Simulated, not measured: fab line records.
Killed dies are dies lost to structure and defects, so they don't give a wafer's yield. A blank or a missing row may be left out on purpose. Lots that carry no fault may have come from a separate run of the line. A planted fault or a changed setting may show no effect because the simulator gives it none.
fab line records + flow n5Finfet
record:
- lots: 4
- wafers: 12
- lastDay: 17
route steps=1938 shown BEOL_M4@1099 BEOL_M5@1112 BEOL_M6@1257 PASSIVATION@1936
lots untouched by any fault: they come from a run of this same line in which no faults occurred
startH: hours from the record's first day to the start of the lot's first wafer shown + waitH: hours since the lot's step before + " repeats the value in the row above + L1.1+2: one row covering several wafers at once + - either no value or no given start + * or withheld: withheld + < > ~ a bound
route shown NAME@n: NAME is a module with steps in the file, n the number in the route of the first one + usual: mean/standard deviation of fault-free wafers + same: alike in all rows + chamber/n: place in a boat + sites: readings site by site + _std_site: standard deviation of those values + _edge_site: outer sites' mean less inner sites' + radiusMm: how far each site lies from the wafer's centre + mask NAME#n: copy n + behind: the most recent tool/chamber to have shaped the wafer + hold: why the lot was held/for how many hours/how that ended + device: whichever transistor did not switch (one of n, p or np) + end of line: at the end of the route, the tests of the same wafers + where a step has no rows: the recipe by itself + killed: dies lost to structure and defects at the first sort, not the wafer's yield + map: dies across one wafer; x = killed, . = not, _ = none there
set.NAME: the setting that was run; set.NAME@STEP: the one run at that earlier step + model.NAME: the simulator's own value behind a step, which no gauge read
lots seen at some steps along the route; tables by step, rows by wafer
services: a tool's chamber out of use, with start hour (startH, from the record's first day; less than 0 if before it), hours out, and reason
== steps ==
step: N5_BEOL_M4_ANNEAL_95
recipe:
- tempC: 400
- timeS: 240
- ambient: vacuum
step: N5_BEOL_M4_SPUTTER_96
recipe:
- material: Cu
- targetThkA: 45
- tempC: -20
- chamberPressurePa: 0.07
- powerW: withheld
- timeS: 8.29
step: N5_BEOL_M4_ECD_50
recipe:
- material: Cu
- targetThkA: 3000
step: N5_BEOL_M4_ANNEAL_51
recipe:
- tempC: 225
- timeS: 90
- ambient: N2
step: N5_BEOL_M4_CMP_52
recipe:
- stopOn: SiOC
- tOverpolishS: 6.8
- downForcePsi: 1
- platenRpm: 50
- clearingPlatenDownForcePsi: 1.5
- clearingPlatenRpm: 50
- postCmpClean: cuAlkaline
- targetThkNm: 40
- clearingPlatenPadVelocityMS: 0.99484
- padVelocityMS: 0.99484
step: N5_BEOL_M4_PRE_CLEAN_60
recipe:
- gas: NH3/H2
- timeS: 15
- tempC: *
- rfPowerW: 300
step: N5_BEOL_M4_CO_CAP_55
recipe:
- material: Co
- targetThkA: 20
- tempC: 200
- precursor: CCTBA/H2
- pressureTorr: 30
- timeS: 102.1
step: N5_BEOL_M4_PRE_CLEAN_56
recipe:
- gas: NH3
- timeS: 15
- tempC: withheld
- rfPowerW: 300
step: N5_BEOL_M4_DEP_57
recipe:
- material: SiCN
- targetThkA: 80
- tempC: withheld
- precursor: 3MS/NH3
- pressureTorr: 3
- rfW: 202
- timeS: 14
step: N5_BEOL_M4_RC_MEAS_101
usual:
- DIBL_N: 36.5/1.7
- DIBL_P: 36.3/2.1
- IOFF_N: 0.16/0.036
- IOFF_P: 0.21/0.037
- ION_N: 676/12
- ION_P: 462/7.6
- SS_N: 71.5/0.68
- SS_P: 73.3/0.63
- VT_N: 249/3.5
- VT_P: -250/3.5
| lot.wafer | tool      | chamber | startH | waitH | DIBL_N[mV/V] | DIBL_P[mV/V] | IOFF_N[nA/um] | IOFF_P[nA/um] | ION_N[uA/um] | ION_P[uA/um] | SS_N[mV/dec] | SS_P[mV/dec] | VT_N[mV] | VT_P[mV] |
|-----------|-----------|---------|--------|-------|--------------|--------------|---------------|---------------|--------------|--------------|--------------|--------------|----------|----------|
| L635.2    | prober-02 | 0       | 202.08 | 0.2   | 37.2         | 36.1         | 0.17          | 0.23          | 673          | 461          | 70.8         | 73.4         | 249      | -250     |
| L635.3    | "         | 0       | "      | "     | 40.5         | 39.3         | 0.26          | 0.29          | 699          | 475          | 72.6         | 74.8         | 243      | -246     |
| L635.6    | "         | 0       | "      | "     | 38.2         | 37.6         | 0.19          | 0.25          | 682          | 467          | 71.5         | 74.4         | 248      | -249     |
| L649.3    | prober-01 | 0       | 284.71 | 0.5   | 36.2         | 35.5         | 0.14          | 0.17          | 675          | 454          | 71.0         | 73.0         | 253      | -256     |
| L649.4    | "         | 0       | "      | "     | 38.5         | 38.5         | 0.17          | 0.21          | 672          | 457          | 72.2         | 73.7         | 250      | -253     |
| L649.6    | "         | 0       | "      | "     | 38.8         | 38.3         | 0.19          | 0.20          | 680          | 457          | 72.1         | 74.6         | 249      | -255     |
| L650.3    | prober-02 | 0       | 289.36 | 0.3   | 37.2         | 38.4         | 0.17          | 0.23          | 685          | 472          | 71.2         | 73.4         | 249      | -250     |
| L650.5    | "         | 0       | "      | "     | 39.6         | 40.0         | 0.21          | 0.26          | 688          | 466          | 71.6         | 74.5         | 246      | -250     |
| L650.6    | "         | 0       | "      | "     | 35.2         | 35.2         | 0.12          | 0.18          | 668          | 465          | 71.9         | 73.1         | 255      | -251     |
| L652.1    | prober-02 | 0       | 310.71 | 0.0   | 36.5         | 37.3         | 0.16          | 0.23          | 685          | 476          | 71.7         | 73.9         | 247      | -249     |
| L652.3    | "         | 0       | "      | "     | 34.3         | 33.8         | 0.12          | 0.19          | 667          | 466          | 70.7         | 73.0         | 253      | -250     |
| L652.4    | "         | 0       | "      | "     | 37.0         | 35.8         | 0.15          | 0.21          | 676          | 469          | 71.6         | 72.9         | 250      | -248     |
step: N5_BEOL_M5_ILD_DEP_00
recipe:
- material: SiCOH_lowk
- targetThkA: 1406.4
- tempC: 300
- precursor: DEMS/porogen
- pressureTorr: 5
- rfW: 500
- timeS: 25.9
step: N5_BEOL_M5_CURE_79
recipe:
- tempC: 385
- timeS: 240
- ambient: He/Ar
- material: SiCOH_lowk
step: N5_BEOL_M5_PECVD_70
recipe:
- material: SiO2
- targetThkA: 160
- tempC: 400
- precursor: TEOS/O2
- pressureTorr: 5.5
- rfW: 450
- teosFlowSccm: 53.8
- gas: O2
- flowSccm: 3000
- timeS: 18
step: N5_BEOL_M5_HM_DEP_02
recipe:
- material: TiN
- targetThkA: 200
- tempC: 25
- chamberPressurePa: 0.49996
step: N5_BEOL_M5_COAT_59
recipe:
- resist: SOC
- tempC: 250
- timeS: 60
- spinRpm: 1500
- resistThkNm: 60
step: N5_BEOL_M5_COAT_60
recipe:
- resist: SiARC
- tempC: 220
- timeS: 60
- spinRpm: 1500
- resistThkNm: 12
step: N5_BEOL_M5_COAT_71
recipe:
- resist: underlayer
- tempC: 205
- timeS: 60
- spinRpm: 1500
- resistThkNm: 5
step: N5_BEOL_M5_COAT_05
recipe:
- resist: CAR-EUV
- spinRpm: 1500
- resistThkNm: 30
step: N5_BEOL_M5_EBR_07
recipe:
- solvent: PGMEA
- ebrWidthMm: 1.5
step: N5_BEOL_M5_SOFTBAKE_06
recipe:
- tempC: 110
- timeS: 60
- resist: CAR-EUV
step: N5_BEOL_M5_EXPOSE_08
recipe:
- maskId: M5
- na: 0.33
- sourceShape: annular
- sigmaInner: 0.4
- sigmaOuter: 0.8
- polarization: unpolarized
- targetCdNm: 28
- doseMj: 35.75
step: N5_BEOL_M5_PEB_09
recipe:
- pebTempC: 100
- pebTimeS: 60
- resist: CAR-EUV
step: N5_BEOL_M5_DEVELOP_10
recipe:
- developTimeS: 30
- developer: TMAH
- resist: CAR-EUV
- rinseLiquid: surfactantRinse
- dry: airSpin
- devTempC: 23
step: N5_BEOL_M5_DESCUM_16
recipe:
- chemistry: O2
- timeS: 7
- sourcePowerW: 50
- biasPowerW: 20
- pressureMtorr: 20
- rfFrequencyHz: 2.712e+07
- tempC: 40
- resist: CAR-EUV
- o2FlowSccm: 225
step: N5_BEOL_M5_ETCH_72
recipe:
- chemistry: N2/H2
- target: underlayer
- targetDepthA: 65
- maskMaterial: CAR-EUV
- timeS: 5.2
- ionEnergyEv: 200
- pressureMtorr: 30
- sourceW: 840
- biasW: 150
- n2FlowSccm: 200
- h2FlowSccm: 200
- ends: cleared
step: N5_BEOL_M5_ETCH_61
recipe:
- chemistry: CF4
- target: SiARC
- targetDepthA: 156
- maskMaterial: CAR-EUV
- timeS: 26
- ionEnergyEv: 80
- pressureMtorr: 40
- sourceW: 545
- biasW: 36
- Ar_flow_sccm: 100
- cf4FlowSccm: 100
- ends: cleared
step: N5_BEOL_M5_ETCH_62
recipe:
- chemistry: N2/H2
- target: SOC
- targetDepthA: 750
- overetchA: 150
- maskMaterial: SiARC
- tempC: 40
- timeS: 112.5
- ionEnergyEv: 200
- pressureMtorr: 30
- sourceW: 840
- biasW: 150
- n2FlowSccm: 200
- h2FlowSccm: 200
step: N5_BEOL_M5_STRIP_63
recipe:
- chemistry: N2/H2
- tempC: 40
- n2FlowSccm: 200
- h2FlowSccm: 200
- rfFrequencyHz: 6e+07
step: N5_BEOL_M5_STRIP_73
recipe:
- chemistry: N2/H2
- tempC: 40
- n2FlowSccm: 200
- h2FlowSccm: 200
- rfFrequencyHz: 6e+07
step: N5_BEOL_M5_STRIP_64
recipe:
- chemistry: CF4
- resist: SiARC
- powerW: 300
- biasPowerW: 75
- pressureMtorr: 50
- cf4FlowSccm: 150
- rfFrequencyHz: 6e+07
step: N5_BEOL_M5_HM_OPEN_17
recipe:
- chemistry: Cl2/BCl3
- targetDepthA: 200
- overetchA: 60
- target: TiN
- maskMaterial: SOC
- ionEnergyEv: 150
- pressureMtorr: 10
- icpW: 1000
- biasW: 126
- Cl2_flow_sccm: 53.25
- bcl3FlowSccm: 21.75
- Ar_flow_sccm: 25
step: N5_BEOL_M5_STRIP_19
recipe:
- chemistry: O2
- powerW: 400
- tempC: 40
- pressureMtorr: 30
- rfFrequencyHz: 6e+07
- biasPowerW: 0
- overashFraction: 0.2
- o2FlowSccm: 225
step: N5_BEOL_M5_COAT_65
recipe:
- resist: SOC
- tempC: 250
- timeS: 60
- spinRpm: 1500
- resistThkNm: 60
step: N5_BEOL_M5_COAT_66
recipe:
- resist: SiARC
- tempC: 220
- timeS: 60
- spinRpm: 1500
- resistThkNm: 12
step: N5_BEOL_M6_CMP_52
recipe:
- stopOn: SiCOH_lowk
- tOverpolishS: 6.9
- downForcePsi: 1
- platenRpm: 50
- clearingPlatenDownForcePsi: 1.5
- clearingPlatenRpm: 50
- postCmpClean: cuAlkaline
- targetThkNm: 80
- clearingPlatenPadVelocityMS: 0.99484
- padVelocityMS: 0.99484
usual:
- barrierFieldEndpointS: 29.1/0.91
- clearingPlatenDownForcePsi: 1.5001/0.0029
- motorCurrentA: 5.8/0.42
- overpolishRunS: 6.899/0.0087
- padLifeWafers: 971/560
- timeToEndpointS: 64/3.9
| lot.wafer | tool   | chamber | startH | waitH | barrierFieldEndpointS | clearingPlatenDownForcePsi | motorCurrentA | overpolishRunS | padLifeWafers | timeToEndpointS |
|-----------|--------|---------|--------|-------|-----------------------|----------------------------|---------------|----------------|---------------|-----------------|
| L635.2    | cmp-02 | 2       | 224.49 | 0.2   | 28.9                  | 1.4967                     | 6.2           | 6.904          | 624           | 66              |
| L635.3    | "      | 0       | "      | "     | 29.2                  | 1.5034                     | 6.0           | 6.896          | 626           | 64              |
| L635.6    | "      | 2       | "      | "     | 31.4                  | 1.5004                     | 6.0           | 6.892          | -             | 70              |
| L649.4    | cmp-02 | 3       | 309.87 | 0.1   | 28.8                  | 1.5029                     | 5.1           | 6.907          | 1272          | 61              |
| L649.3    | "      | 0       | "      | "     | 29.3                  | 1.4969                     | 5.8           | 6.909          | 1273          | 67              |
| L649.6    | "      | 3       | "      | "     | 46.8                  | 1.5073                     | 5.4           | 0.037          | -             | 82              |
| L650.3    | cmp-02 | 3       | 311.46 | 0.4   | 27.5                  | 1.5013                     | 5.3           | 6.893          | 1286          | 60              |
| L650.5    | "      | 1       | "      | "     | 46.8                  | 1.5045                     | 6.2           | 0.039          | -             | 81              |
| L650.6    | "      | 2       | "      | "     | 46.8                  | 1.5026                     | 6.1           | 0.035          | -             | 82              |
| L652.3    | cmp-01 | 0       | 333.18 | 0.2   | 29.2                  | 1.5018                     | 5.5           | 6.884          | 2035          | 69              |
| L652.1    | "      | 1       | "      | "     | 31.2                  | 1.5034                     | 5.8           | 6.902          | 2036          | 73              |
| L652.4    | "      | 2       | "      | "     | 29.7                  | 1.5001                     | 6.1           | 6.890          | 2037          | 63              |
step: N5_BEOL_M6_THK_MEAS_53
recipe:
- thkMeasGauge: xrf
- reads: Cu_of_BEOL_M6_ECD_50
usual:
- M6_THK: 79.2/2.5
| lot.wafer | tool         | chamber | startH | waitH | M6_THK[nm] |
|-----------|--------------|---------|--------|-------|------------|
| L635.2    | filmMetro-02 | -       | 224.79 | -     | 80.8       |
| L635.3    | "            | -       | "      | "     | 75.3       |
| L635.6    | "            | -       | "      | "     | 76.2       |
| L649.3    | filmMetro-02 | -       | 310.17 | -     | 83.1       |
| L649.4    | "            | -       | "      | "     | 80.5       |
| L649.6    | "            | -       | "      | "     | 190.5      |
| L650.3    | filmMetro-01 | -       | 311.68 | -     | 78.4       |
| L650.5    | "            | -       | "      | "     | 192.9      |
| L650.6    | "            | -       | "      | "     | 182.3      |
| L652.1    | filmMetro-02 | -       | 333.44 | -     | 81.4       |
| L652.3    | "            | -       | "      | "     | 83.4       |
| L652.4    | "            | -       | "      | "     | 79.1       |
step: N5_BEOL_M6_INSPECT_58
recipe:
- inspectInstrument: darkfield
- mode: postDep
usual:
- rawDefectCount: 71/27
| lot.wafer | tool             | chamber | startH | waitH | rawDefectCount |
|-----------|------------------|---------|--------|-------|----------------|
| L635.2    | defectInspect-02 | -       | 224.95 | 0.0   | 82             |
| L635.3    | "                | -       | "      | "     | 64             |
| L635.6    | "                | -       | "      | "     | 98             |
| L649.3    | defectInspect-01 | -       | 310.32 | 0.0   | 62             |
| L649.4    | "                | -       | "      | "     | 93             |
| L649.6    | "                | -       | "      | "     | 1446           |
| L650.3    | defectInspect-02 | -       | 311.83 | 0.0   | 35             |
| L650.5    | "                | -       | "      | "     | 1371           |
| L650.6    | "                | -       | "      | "     | 1290           |
| L652.1    | defectInspect-02 | -       | 333.60 | 0.0   | 59             |
| L652.3    | "                | -       | "      | "     | 57             |
| L652.4    | "                | -       | "      | "     | 50             |
step: N5_PASSIVATION_PROBE_49
usual:
- defectLimitedYield: 91.4/1.5
- killed_at_M0_to_M3: 34/12
- killed_at_M4_up: 12/4.9
- killedAtContacts: 13/7.2
- killedAtFrontEnd: 39/12
- killedAtOther: 3.7/2.9
- killedDies: 101/18
- killedOnRim: 13/4
- killedOpen: 67/14
- killedShort: 33/7.2
- sort_bin_5_function: 5.1/0.97
- sort_bin_6_memory: 3.2/0.67
- sortNPass: 1079/17
- sortYieldPct: 91.4/1.5
same:
- grossDies: 1180
- killedAtBackSide: 0
- sort_bin_4_leakage[%]: 0
- sort_bin_8_speed[%]: 0
| lot.wafer | tool      | chamber | startH | waitH | defectLimitedYield[%] | killed_at_M0_to_M3 | killed_at_M4_up | killedAtContacts | killedAtFrontEnd | killedAtOther | killedDies | killedOnRim | killedOpen | killedShort | sort_bin_5_function[%] | sort_bin_6_memory[%] | sortNPass | sortYieldPct[%] |
|-----------|-----------|---------|--------|-------|-----------------------|--------------------|-----------------|------------------|------------------|---------------|------------|-------------|------------|-------------|------------------------|----------------------|-----------|-----------------|
| L650.3    | prober-01 | -       | 393.26 | 0.1   | 93.7                  | 25                 | 12              | 11               | 25               | 1             | 74         | 8           | 44         | 26          | 3.8                    | 2.4                  | 1106      | 93.7            |
| L650.5    | prober-01 | -       | 393.36 | 0.2   | 0                     | 31                 | 1087            | 6                | 51               | 5             | 1180       | 152         | 72         | 36          | 5.4                    | 3.6                  | 0         | 0               |
| L650.6    | prober-01 | -       | 393.41 | 0.3   | 0                     | 29                 | 1110            | 7                | 29               | 5             | 1180       | 152         | 49         | 27          | 3.8                    | 2.7                  | 0         | 0               |
| L649.3    | prober-01 | -       | 399.50 | 0.1   | 92.6                  | 41                 | 15              | 3                | 26               | 2             | 87         | 13          | 55         | 28          | 4.6                    | 2.6                  | 1093      | 92.6            |
| L649.4    | prober-01 | -       | 399.55 | 0.2   | 94.3                  | 27                 | 13              | 3                | 17               | 7             | 67         | 14          | 50         | 15          | 3.7                    | 1.9                  | 1113      | 94.3            |
| L649.6    | prober-01 | -       | 399.65 | 0.3   | 0                     | 44                 | 1094            | 8                | 27               | 7             | 1180       | 152         | 63         | 38          | 5.2                    | 3.6                  | 0         | 0               |
killed by level:class
L650.3 MOL_CONTACT_COAG:geometricParticle:open=9 BEOL_M1:geometricParticle:open=6 BEOL_M0_SAQP:geometricParticle:open=5 BEOL_M4:geometricParticle:open=5 STI_FIN_REVEAL:geometricParticle:open=4 ILD0:geometricParticle:short=4 GATE_CUT:geometricParticle:short=4 BEOL_M0_SAQP:geometricParticle:short=4
L650.5 BEOL_M6:areaCmp=1072 BEOL_M3:geometricParticle:open=11 BEOL_M4:geometricParticle:open=10 FIN_SAQP:geometricParticle:short=9 STI_FIN_REVEAL:geometricParticle:open=8 FIN_SAQP:geometricParticle:open=6 STARTING-WAFER:geometricParticle:open=5 ILD0:geometricParticle:short=4
L650.6 BEOL_M6:areaCmp=1102 BEOL_M1:geometricParticle:open=9 MOL_CONTACT_COAG:geometricParticle:open=7 BEOL_M2:geometricParticle:open=6 FIN_SAQP:geometricParticle:open=5 STI_FIN_REVEAL:geometricParticle:open=5 BEOL_M1:geometricParticle:short=5 FIN_SAQP:geometricParticle:short=3
L649.3 BEOL_M2:geometricParticle:open=12 DUMMY_GATE:geometricParticle:open=8 BEOL_M0_SAQP:geometricParticle:short=8 BEOL_M8:geometricParticle:open=6 BEOL_M0_SAQP:geometricParticle:open=5 BEOL_M0:geometricParticle:open=5 BEOL_M1:geometricParticle:open=5 STI_FIN_REVEAL:geometricParticle:open=3
L649.4 BEOL_M0:geometricParticle:open=9 BEOL_M1:geometricParticle:open=5 BEOL_M3:geometricParticle:open=5 BEOL_M4:geometricParticle:open=5 FIN_SAQP:geometricParticle:open=4 DUMMY_GATE:geometricParticle:open=3 MOL_CONTACT_COAG:geometricParticle:open=3 BEOL_M0_SAQP:geometricParticle:open=3
L649.6 BEOL_M6:areaCmp=1073 BEOL_M0_SAQP:geometricParticle:short=10 BEOL_M4:geometricParticle:open=10 BEOL_M0_SAQP:geometricParticle:open=9 BEOL_M0:geometricParticle:open=7 MOL_CONTACT_COAG:geometricParticle:open=6 DUMMY_GATE:geometricParticle:short=5 DUMMY_GATE:geometricParticle:open=5
map L649.6 (x killed, . not)
_________________xxxxxxxxxxxx________________
______________xxxxxxxxxxxxxxxxxx_____________
___________xxxxxxxxxxxxxxxxxxxxxxxx__________
__________xxxxxxxxxxxxxxxxxxxxxxxxxx_________
________xxxxxxxxxxxxxxxxxxxxxxxxxxxxxx_______
_______xxxxxxxxxxxxxxxxxxxxxxxxxxxxxxxx______
______xxxxxxxxxxxxxxxxxxxxxxxxxxxxxxxxxx_____
_____xxxxxxxxxxxxxxxxxxxxxxxxxxxxxxxxxxxx____
____xxxxxxxxxxxxxxxxxxxxxxxxxxxxxxxxxxxxxx___
___xxxxxxxxxxxxxxxxxxxxxxxxxxxxxxxxxxxxxxxx__
___xxxxxxxxxxxxxxxxxxxxxxxxxxxxxxxxxxxxxxxx__
__xxxxxxxxxxxxxxxxxxxxxxxxxxxxxxxxxxxxxxxxxx_
__xxxxxxxxxxxxxxxxxxxxxxxxxxxxxxxxxxxxxxxxxx_
_xxxxxxxxxxxxxxxxxxxxxxxxxxxxxxxxxxxxxxxxxxxx
_xxxxxxxxxxxxxxxxxxxxxxxxxxxxxxxxxxxxxxxxxxxx
_xxxxxxxxxxxxxxxxxxxxxxxxxxxxxxxxxxxxxxxxxxxx
_xxxxxxxxxxxxxxxxxxxxxxxxxxxxxxxxxxxxxxxxxxxx
_xxxxxxxxxxxxxxxxxxxxxxxxxxxxxxxxxxxxxxxxxxxx
_xxxxxxxxxxxxxxxxxxxxxxxxxxxxxxxxxxxxxxxxxxxx
_xxxxxxxxxxxxxxxxxxxxxxxxxxxxxxxxxxxxxxxxxxxx
_xxxxxxxxxxxxxxxxxxxxxxxxxxxxxxxxxxxxxxxxxxxx
__xxxxxxxxxxxxxxxxxxxxxxxxxxxxxxxxxxxxxxxxxx_
__xxxxxxxxxxxxxxxxxxxxxxxxxxxxxxxxxxxxxxxxxx_
___xxxxxxxxxxxxxxxxxxxxxxxxxxxxxxxxxxxxxxxx__
___xxxxxxxxxxxxxxxxxxxxxxxxxxxxxxxxxxxxxxxx__
____xxxxxxxxxxxxxxxxxxxxxxxxxxxxxxxxxxxxxx___
_____xxxxxxxxxxxxxxxxxxxxxxxxxxxxxxxxxxxx____
______xxxxxxxxxxxxxxxxxxxxxxxxxxxxxxxxxx_____
_______xxxxxxxxxxxxxxxxxxxxxxxxxxxxxxxx______
________xxxxxxxxxxxxxxxxxxxxxxxxxxxxxx_______
__________xxxxxxxxxxxxxxxxxxxxxxxxxx_________
___________xxxxxxxxxxxxxxxxxxxxxxxx__________
______________xxxxxxxxxxxxxxxxxx_____________
_________________xxxxxxxxxxxx________________
map L650.5 (x killed, . not)
_________________xxxxxxxxxxxx________________
______________xxxxxxxxxxxxxxxxxx_____________
___________xxxxxxxxxxxxxxxxxxxxxxxx__________
__________xxxxxxxxxxxxxxxxxxxxxxxxxx_________
________xxxxxxxxxxxxxxxxxxxxxxxxxxxxxx_______
_______xxxxxxxxxxxxxxxxxxxxxxxxxxxxxxxx______
______xxxxxxxxxxxxxxxxxxxxxxxxxxxxxxxxxx_____
_____xxxxxxxxxxxxxxxxxxxxxxxxxxxxxxxxxxxx____
____xxxxxxxxxxxxxxxxxxxxxxxxxxxxxxxxxxxxxx___
___xxxxxxxxxxxxxxxxxxxxxxxxxxxxxxxxxxxxxxxx__
___xxxxxxxxxxxxxxxxxxxxxxxxxxxxxxxxxxxxxxxx__
__xxxxxxxxxxxxxxxxxxxxxxxxxxxxxxxxxxxxxxxxxx_
__xxxxxxxxxxxxxxxxxxxxxxxxxxxxxxxxxxxxxxxxxx_
_xxxxxxxxxxxxxxxxxxxxxxxxxxxxxxxxxxxxxxxxxxxx
_xxxxxxxxxxxxxxxxxxxxxxxxxxxxxxxxxxxxxxxxxxxx
_xxxxxxxxxxxxxxxxxxxxxxxxxxxxxxxxxxxxxxxxxxxx
_xxxxxxxxxxxxxxxxxxxxxxxxxxxxxxxxxxxxxxxxxxxx
_xxxxxxxxxxxxxxxxxxxxxxxxxxxxxxxxxxxxxxxxxxxx
_xxxxxxxxxxxxxxxxxxxxxxxxxxxxxxxxxxxxxxxxxxxx
_xxxxxxxxxxxxxxxxxxxxxxxxxxxxxxxxxxxxxxxxxxxx
_xxxxxxxxxxxxxxxxxxxxxxxxxxxxxxxxxxxxxxxxxxxx
__xxxxxxxxxxxxxxxxxxxxxxxxxxxxxxxxxxxxxxxxxx_
__xxxxxxxxxxxxxxxxxxxxxxxxxxxxxxxxxxxxxxxxxx_
___xxxxxxxxxxxxxxxxxxxxxxxxxxxxxxxxxxxxxxxx__
___xxxxxxxxxxxxxxxxxxxxxxxxxxxxxxxxxxxxxxxx__
____xxxxxxxxxxxxxxxxxxxxxxxxxxxxxxxxxxxxxx___
_____xxxxxxxxxxxxxxxxxxxxxxxxxxxxxxxxxxxx____
______xxxxxxxxxxxxxxxxxxxxxxxxxxxxxxxxxx_____
_______xxxxxxxxxxxxxxxxxxxxxxxxxxxxxxxx______
________xxxxxxxxxxxxxxxxxxxxxxxxxxxxxx_______
__________xxxxxxxxxxxxxxxxxxxxxxxxxx_________
___________xxxxxxxxxxxxxxxxxxxxxxxx__________
______________xxxxxxxxxxxxxxxxxx_____________
_________________xxxxxxxxxxxx________________
== services ==
| tool   | chamber | startH | hours | kind   |
|--------|---------|--------|-------|--------|
| cmp-02 | -       | 244.99 | 0.4   | repair |
| cmp-01 | -       | 265.48 | 1.2   | repair |
| cmp-02 | -       | 300.87 | 5.9   | repair |
| cmp-01 | -       | 327.64 | 3.1   | repair |
== key ==
firstSign:
- step: N5_BEOL_M6_CMP_52
- reading: overpolishRunS
- direction: down
- sigmas: 99+
- usual: 6.899
- struck: 0.037
effect:
- step: N5_BEOL_M6_CMP_52
- reading: barrierFieldEndpointS
- direction: up
- sigmas: 19
- usual: 29.1
- struck: 46.8
effect:
- step: N5_BEOL_M6_THK_MEAS_53
- reading: M6_THK
- direction: up
- sigmas: 44
- usual: 79.2
- struck: 188.6
effect:
- step: N5_BEOL_M6_INSPECT_58
- reading: rawDefectCount
- direction: up
- sigmas: 47
- usual: 71
- struck: 1369
effect:
- step: N5_PASSIVATION_PROBE_49
- reading: killed_at_M4_up
- direction: up
- sigmas: 99+
- usual: 12
- struck: 1097
moreKillsBornAt:
- N5_BEOL_M6_CMP_52@cmp-02: 3247
metAt N5_BEOL_M6_CMP_52
struckWafers L649.6,L650.5,L650.6
laterRowsLeftOut L649.6,L650.5,L650.6
onsetBetween 224.49 309.87
fault:
- kind: processParameterDrift
- tool: cmp-02
- chamber: -
- onsetH: 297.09
- steps: N5_BEOL_M6_CMP_52
- channel: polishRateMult
- offset: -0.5
- shape: step
- endH: 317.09
- scope: struckWafersOnly
laterRowsLeftOut: the simulator's readings of these wafers behind a module that went badly wrong aren't trusted and aren't shown, but for the sort
